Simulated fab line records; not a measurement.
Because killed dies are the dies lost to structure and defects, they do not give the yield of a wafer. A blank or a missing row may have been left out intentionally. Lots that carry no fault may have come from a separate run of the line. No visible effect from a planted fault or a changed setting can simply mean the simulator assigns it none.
Chamber matching | flow nand harc | pecvd-01 running NHARC_A_M0_DEP_32: 3 sister chambers
The step deposits SiCN, target thk 30 nm. 3 wafers are shown with their chamber, then 12 later ones without.

WAFERS WITH THEIR CHAMBER
wafer  | chamber | heater power w (W)
L087.1 | 1       | 573
L091.1 | 2       | 506
L091.6 | 0       | 550

WAFERS WITHOUT THEIR CHAMBER
wafer  | heater power w (W)
L093.1 | 509
L093.2 | 468
L093.3 | 549
L094.3 | 596
L094.4 | 594
L094.6 | 515
L096.2 | 463
L096.3 | 556
L096.5 | 464
L096.1 | 567
L096.4 | 464
L096.6 | 566

WHICH CHAMBER EACH WENT THROUGH
wafer  | from the rows above          | in truth
L093.1 | can't be placed: 2 or 0      | 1
L093.2 | can't be placed: 2 or 0      | 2
L093.3 | can't be placed: 0 or 1 or 2 | 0
L094.3 | can't be placed: 1 or 0      | 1
L094.4 | can't be placed: 1 or 0      | 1
L094.6 | can't be placed: 2 or 0 or 1 | 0
L096.2 | can't be placed: 2 or 0      | 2
L096.3 | can't be placed: 0 or 1 or 2 | 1
L096.5 | can't be placed: 2 or 0      | 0
L096.1 | can't be placed: 1 or 0      | 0
L096.4 | can't be placed: 2 or 0      | 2
L096.6 | can't be placed: 1 or 0      | 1
Correct placement for 0 of the 12. From these rows, 12 cannot be placed; in 11 the true chamber is one of the candidates. Placed wrongly: 0.
How it was worked out, from the rows above alone: a wafer's distance from a chamber is the root of the sum, over the readings, of the square of ((its reading less the chamber's mean) divided by the reading's scatter). The wafer belongs to the nearest chamber; if the next one is less than 2 further off, it can't be placed. A chamber's mean is the mean of its shown wafers. The scatter (one wafer shown for each chamber): square how far every hidden wafer sits from the nearest shown wafer, average those squares and take the square root.
